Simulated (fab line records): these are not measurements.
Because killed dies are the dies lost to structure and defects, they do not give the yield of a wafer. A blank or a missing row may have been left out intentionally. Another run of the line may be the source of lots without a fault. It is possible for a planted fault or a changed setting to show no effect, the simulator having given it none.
A struck lot beside a sound one / flow n5 finfet / 18 steps out of a route of 1938
Sound: the wafers L521.1, L521.3, L521.4. Struck: wafers L515.2, L515.4, L515.6. Last of all comes the cause.
At each step with rows: each side's tool, then ch and its chambers, then its first start. Under that, the readings that differ: sound wafers / struck wafers / difference of the means / sigmas: that difference in standard deviations of wafers without a fault.
alike: a reading whose means differ by less than 2 such deviations, as well as words and numbers matching on both sides. not compared: withheld readings; readings where some wafer has no value; bounds like >300 that might hide an equal value; numbers whose values overlap and for which the record gives no deviation.
A row with sigmas, a row that says differs or no value, or rows on one side alone: a step with any of these is where the two part. Numbers that don't overlap but have no deviation are shown without sigmas and don't part them. A reading that every wafer of one side lacks parts them only if that side has two wafers or more.

N5_MIM_BOT_ETCH_ETCH_03: etches the open film in Cl2/BCl3, target depth 12 nm.
  sound on rie metal-01 ch 0,1, day 16 13:29; struck on rie metal-01 ch 0, day 14 17:08
  alike: bcl3 flow sccm, drypump motor current A, oes product au, throttle valve pct
  not compared: rf hours counter h
N5_MIM_BOT_ETCH_ETCH_00: etches TiN in Cl2/BCl3, target depth 45.5 nm.
  sound on rie metal-01 ch 0,1, day 16 13:35; struck on rie metal-01 ch 0, day 14 17:19
  alike: bcl3 flow sccm, drypump motor current A, oes product au, throttle valve pct
  not compared: rf hours counter h
N5_MIM_BOT_ETCH_STRIP_01: strips in O2.
  sound on rie diel-06 ch 1,2,3, day 16 13:43; struck on rie diel-01 ch 0,3, day 14 17:35
  alike: drypump motor current A, oes product au, rf vpp V, showerhead plenum p Torr, throttle valve pct
  not compared: rf hours counter h
then, 3 steps without rows for these wafers: N5_MIM_BOT_ETCH_STRIP_02 (strips in post etch residue remover, time 1200 s); N5_MIM_BOT_ETCH_CLEAN_05 (cleans in IPA, time 180 s); N5_MIM_BOT_ETCH_SRD_06 (time 30 s).
N5_PASSIVATION_PECVD_55: deposits SiO2 from SiH4/N2O, target thk 400 nm, time 22.5 s.
  sound on pecvd-02 ch 0,1, day 16 14:13; struck on pecvd-03 ch 0,1, day 14 18:07
  alike: chamber pressure Torr, heater power w, showerhead plenum p Torr, showerhead vpp V, throttle valve pct
N5_PASSIVATION_PECVD_01: deposits SiNx from SiH4/NH3/N2, target thk 200 nm, time 43.2 s.
  sound on pecvd-02 ch 0,1, day 16 14:16; struck on pecvd-03 ch 0,1, day 14 18:10
  alike: chamber pressure Torr, heater power w, showerhead plenum p Torr, showerhead vpp V, throttle valve pct
then, 4 steps without rows for these wafers: N5_PASSIVATION_HMDS_03 (time 60 s); N5_PASSIVATION_COAT_04; N5_PASSIVATION_EBR_06; N5_PASSIVATION_SOFTBAKE_05 (time 90 s).
N5_PASSIVATION_EXPOSE_07: exposes mask TV, defocus 0 nm, target cd 3000 nm.
  sound on krf scanner-01 ch 0, day 16 14:34; struck on krf scanner-02 ch 0, day 14 18:51
reading=exposure dose mJ cm2; sound=22.732 22.729 22.741; struck=23.712 23.746 23.713; difference=+0.990; sigmas=+45
  alike: mask
then, 3 steps without rows for these wafers: N5_PASSIVATION_PEB_08; N5_PASSIVATION_DEVELOP_09 (develop time 60 s); N5_PASSIVATION_HARDBAKE_11 (time 120 s).
N5_PASSIVATION_CD_MEAS_10: target cd 3000 nm.
  sound on cd sem-01 ch 0, day 16 14:44; struck on cd sem-03 ch 0, day 14 19:01
reading=cd nm (nm); sound=2998.1 2999.4 3001.4; struck=3008.9 3012.1 3012.2; difference=+11.4; sigmas=+7
N5_PASSIVATION_OVL_MEAS_60:
  sound on overlay-02 ch 0, day 16 14:46; struck on overlay-01 ch 0, day 14 19:03
  alike: TV_OVL

WHERE THEY PART
At N5_PASSIVATION_EXPOSE_07 first; at N5_PASSIVATION_CD_MEAS_10 last (within this record only). Later steps at which nothing parts them and some readings are alike: N5_PASSIVATION_OVL_MEAS_60.

WHY: whatever the simulator had introduced
Process parameter drift: krf scanner-02, from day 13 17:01 on, at N5_PASSIVATION_EXPOSE_07. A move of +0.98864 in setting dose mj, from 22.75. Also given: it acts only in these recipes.
